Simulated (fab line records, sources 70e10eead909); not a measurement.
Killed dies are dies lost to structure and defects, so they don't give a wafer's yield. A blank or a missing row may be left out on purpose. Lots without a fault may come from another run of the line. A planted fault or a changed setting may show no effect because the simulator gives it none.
One fault seen from 2 desks | flow nand_harc | each desk has only its own numbers; what lay behind them comes last

THE METROLOGY DESK
What the gauges read, lot by lot, whatever tool the lot ran on: means of the sampled wafers that have a number. A lot is out of limits, marked OUT, if its mean lies more than 4 standard deviations from the usual mean; the brackets give that distance.
Columns: A = cd_nm at NHARC_P_M2_CD_MEAS_09, usual 170.1 nm
lot  | first seen here | A
L255 | day 6 13:36     | 171.0
L254 | day 6 14:28     | 169.0
L257 | day 7 13:55     | 170.2
L259 | day 8 11:23     | 168.8
L264 | day 10 14:26    | 106.3 (-84) OUT
L265 | day 10 22:34    | 106.5 (-84) OUT
L266 | day 11 19:34    | 169.6
L268 | day 12 08:52    | 170.9
L273 | day 14 03:56    | 170.1
L274 | day 14 19:29    | 170.6
L275 | day 14 23:22    | 169.7
L277 | day 15 21:21    | 171.1
This desk's finding: out of limits on L264, L265; first on L264, day 10 14:26 (cd_nm at NHARC_P_M2_CD_MEAS_09). In limits: L255, L254, L257, L259, L266, L268, L273, L274, L275, L277.

THE TOOL OWNER'S DESK: litho_track-06
The tool's own readings at NHARC_P_M2_PEB_07 (peb time 65 s): means of the sampled wafers that have a number, for each lot that ran on this tool. A lot is out of limits, marked OUT, if its mean lies more than 4 standard deviations from the usual mean; the brackets give that distance.
Columns: A = heater_power_total_W at NHARC_P_M2_PEB_07, usual 156.6 W; B = plate_temp_C at NHARC_P_M2_PEB_07, usual 99.99 C
lot  | first seen here | A               | B
L254 | day 6 14:23     | 156.6           | 99.97
L257 | day 7 13:50     | 157.1           | 100.11
L264 | day 10 14:21    | 129.6 (-64) OUT | 87.20 (-98) OUT
L265 | day 10 22:29    | 129.3 (-65) OUT | 87.33 (-97) OUT
L273 | day 14 03:50    | 156.9           | 99.96
L274 | day 14 19:24    | 156.6           | 100.00
This desk's finding: out of limits on L264, L265; first on L264, day 10 14:21 (heater_power_total_W at NHARC_P_M2_PEB_07). In limits: L254, L257, L273, L274.

PUT TOGETHER
The tool owner's desk could have raised an alarm at day 10 14:21, on L264, L265.
The metrology desk could have raised an alarm at day 10 14:26, on L264, L265.
Of the lots named, all ran NHARC_P_M2_PEB_07 on litho_track-06.

WHAT THE SIMULATOR HAD PUT IN
Process parameter drift: litho_track-06, from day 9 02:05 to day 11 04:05, at NHARC_P_M2_PEB_07. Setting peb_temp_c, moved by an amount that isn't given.
Lots struck among those shown: L264, L265.
Hours from the fault's start to each desk's first reading out of limits: the tool owner's desk, 36; the metrology desk, 36.
